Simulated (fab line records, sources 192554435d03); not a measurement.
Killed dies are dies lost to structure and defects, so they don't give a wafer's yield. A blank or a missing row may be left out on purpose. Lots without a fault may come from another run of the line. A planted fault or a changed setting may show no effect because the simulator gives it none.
Which tool did it? | flow n5_finfet | 11 lots, 33 wafers sampled, at 1 step of a route of 1938

WHAT THE GAUGES READ, wafer by wafer
N5_PASSIVATION_OVL_MEAS_60. Usual: TV_OVL 2 nm, standard deviation 5.7.
lot  | measured     | on         | TV_OVL (nm) | flag
L705 | day 12 22:41 | overlay-01 | -14 -9 -7   |
L708 | day 13 13:04 | overlay-01 | -4 -3 -5    |
L710 | day 13 23:23 | overlay-01 | 0 -5 3      |
L709 | day 14 02:42 | overlay-01 | 4 10 -2     |
L711 | day 14 05:24 | overlay-01 | 9 4 -4      |
L713 | day 14 13:41 | overlay-01 | 8 1 6       |
L714 | day 14 23:05 | overlay-01 | 3 3 5       |
L723 | day 17 00:36 | overlay-02 | 11 8 11     |
L724 | day 17 05:31 | overlay-02 | 10 8 7      |
L727 | day 18 21:32 | overlay-01 | 5 12 1      |
L728 | day 18 22:29 | overlay-01 | 2 -1 1      |

WHICH TOOL RAN EACH LOT (tool, then ch and the chambers of the sampled wafers, then the start)
The record holds no process step before these readings.

WHAT THE TOOLS THEMSELVES READ (means of the sampled wafers that have a number; where no wafer has one, the mark that the record gives instead)
The record holds no such reading with a usual standard deviation.

THE ANSWER, worked out from the rows above alone
Rule: a lot is off if the mean of its wafers that have a number lies more than 3 standard deviations from the usual mean. A lot without any number at a reading at which 4 lots or more have one is off too. The other lots that the step has rows for count as sound. The gauges are gone through in route order, then the tools' own readings, and for those a lot's mean is taken as printed above. The first step at which some lot is off is used, and at that step the reading that is off furthest; a lot without a number counts as furthest.
No lot is off at any reading shown: from this, nothing can be told.

WHAT THE SIMULATOR HAD PUT IN
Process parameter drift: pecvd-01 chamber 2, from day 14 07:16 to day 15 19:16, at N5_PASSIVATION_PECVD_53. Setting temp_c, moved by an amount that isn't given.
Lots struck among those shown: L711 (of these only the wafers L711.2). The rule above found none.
